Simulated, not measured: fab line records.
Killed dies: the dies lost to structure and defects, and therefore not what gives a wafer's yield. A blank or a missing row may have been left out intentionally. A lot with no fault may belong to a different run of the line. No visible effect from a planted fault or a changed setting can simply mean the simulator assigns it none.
A lot that was struck, set against a sound lot -- flow n5_finfet -- 38 out of 1938 route steps
Sound: wafers L689.1, L689.2, L689.4. Struck: wafer L699.6 (left out: L699.3, a lot-mate that was not struck); the cause follows at the end.
Per side, at each step with rows, come the tool, then ch with its chambers, and then its first start. Under that, the readings that differ: sound wafers -- struck wafers -- difference of the means -- sigmas: that difference in standard deviations of wafers without a fault.
alike: same words and numbers on both sides, and readings whose means sit less than 2 such deviations apart. not compared: any withheld reading, any reading some wafer has no value for, any bound like >300 that may hide the same value, and any number with overlapping values for which the record gives no deviation.
Wherever a step has rows on one side only, a row that says differs or no value, or a row with sigmas, the two part there. Numbers that don't overlap but have no deviation are shown without sigmas and don't part them. Lack of a reading on every wafer of one side parts them only where that side has two or more wafers.

first, 9 steps without rows for these wafers: N5_FIN_CUT_COAT_02 (resist thk 30 nm); N5_FIN_CUT_EBR_04; N5_FIN_CUT_SOFTBAKE_03 (time 60 s); N5_FIN_CUT_EXPOSE_05 (exposes mask FIN CUT); N5_FIN_CUT_PEB_06 (peb time 60 s); N5_FIN_CUT_DEVELOP_07 (develop time 30 s); N5_FIN_CUT_DESCUM_13 (chemistry O2, time 7 s); N5_FIN_CUT_ETCH_30 (etches underlayer in N2/H2, target depth 13 nm, time 10.4 s); N5_FIN_CUT_ETCH_20 (etches SiARC in CF4, target depth 26 nm, time 43.3 s).
N5_FIN_CUT_ETCH_21: etches SOC in N2/H2, target depth 219 nm, overetch 43.8 nm, time 523.5 s.
  sound on rie_diel-03 ch 0,1,3, day 2 10:01; struck on rie_diel-03 ch 3, day 4 21:11
reading,sound,struck,difference,sigmas
model.SiARC_of_FIN_CUT_COAT_19.thk_nm (nm),12.2 12 11.8,12.8,+0.8,
  alike: drypump_motor_current_A, oes_product_au, rf_vpp_V, showerhead_plenum_p_Torr, throttle_valve_pct
  not compared: rf_hours_counter_h
then, 3 steps without rows for these wafers: N5_FIN_CUT_STRIP_23 (strips in N2/H2); N5_FIN_CUT_STRIP_31 (strips in N2/H2); N5_FIN_CUT_STRIP_24 (strips in CF4).
N5_FIN_CUT_CUT_ETCH_26: etches SiNx in CH3F/O2, target depth 39 nm, time 55.7 s.
  sound on rie_diel-03 ch 0,1,3, day 2 10:21; struck on rie_diel-03 ch 3, day 4 21:31
reading,sound,struck,difference,sigmas
drypump_motor_current_A (A),6.0 6.4 4.9,4.9,-0.9,-2
model.FIN_CUT.cd_offset_nm (nm),0 0.8 0,-1.2,-1.5,
  alike: mfc_ar_sccm, oes_product_au, rf_vpp_V, showerhead_plenum_p_Torr, throttle_valve_pct
  not compared: rf_hours_counter_h
then, 23 steps without rows for these wafers: N5_FIN_CUT_CUT_ETCH_27 (etches SiO2 in CHF3/O2, target depth 4 nm, overetch 2 nm, time 4.9 s); N5_FIN_CUT_PRECLEAN_35 (cleans in vHF, time 13.3 s); N5_FIN_CUT_CUT_ETCH_15 (etches Si in HBr/Cl2/O2, target depth 100 nm, bt time 10 s, time 42.4 s); N5_FIN_CUT_CUT_ETCH_28 (etches Si in HBr/Cl2/O2, target depth 6 nm, time 2.4 s); N5_FIN_CUT_STRIP_22 (strips in N2/H2); N5_FIN_CUT_PRECLEAN_36 (cleans in O3/DIW, time 60 s); N5_FIN_CUT_SRD_32 (time 30 s); N5_FIN_CUT_UV_OZONE_34 (time 120 s); N5_STI_FIN_REVEAL_ALD_00 (deposits SiO2, target thk 1 nm, pulse time 1 s); N5_STI_FIN_REVEAL_ALD_14 (deposits Si3N4, target thk 3 nm); N5_STI_FIN_REVEAL_FCVD_FILL_01 (material SiO2 flowable, target thk 312 nm, time 512.2 s); N5_STI_FIN_REVEAL_DENSIFY_02 (time 1800 s); N5_STI_FIN_REVEAL_CMP_04 (polishes, stops on Si3N4, t overpolish 4 s, target thk 131.83 nm); N5_STI_FIN_REVEAL_DENSIFY_30; N5_STI_FIN_REVEAL_ETCHBACK_08 (etches SiO2 in C4F6/O2, target depth 30.5 nm, time 10.167 s); N5_STI_FIN_REVEAL_STRIP_24 (strips in N2/H2, time 90 s); N5_STI_FIN_REVEAL_PRECLEAN_25 (cleans in SPM, time 90 s); N5_STI_FIN_REVEAL_PRECLEAN_26 (cleans in SC1, time 45 s); N5_STI_FIN_REVEAL_PRECLEAN_29 (cleans in DHF, time 30 s); N5_STI_FIN_REVEAL_SRD_12 (time 30 s); N5_STI_FIN_REVEAL_RECESS_09 (chemistry HF/NH3, target SiO2, afs cycles 11, target depth 42.5 nm, sublimation time 60 s); N5_STI_FIN_REVEAL_STRIP_16 (strips SiNx in H3PO4, target depth 23.8 nm); N5_STI_FIN_REVEAL_PRECLEAN_17 (cleans in NF3:NH3, afs cycles 1, time 20 s, sublimation time 60 s).
-- here the record skips 12 days between the struck wafers' starts before and after, leaving off in module STI_FIN_REVEAL and picking up in module PASSIVATION (first step shown: number 1936 of the route) --
N5_PASSIVATION_PROBE_49:
  rows exist in the record for the struck wafers here (prober-01, day 17 04:56), but not for the sound ones

## WHERE THEY PART
Last at N5_PASSIVATION_PROBE_49 as far as this record goes, first at N5_FIN_CUT_CUT_ETCH_26.

WHY: the cause the simulator had injected
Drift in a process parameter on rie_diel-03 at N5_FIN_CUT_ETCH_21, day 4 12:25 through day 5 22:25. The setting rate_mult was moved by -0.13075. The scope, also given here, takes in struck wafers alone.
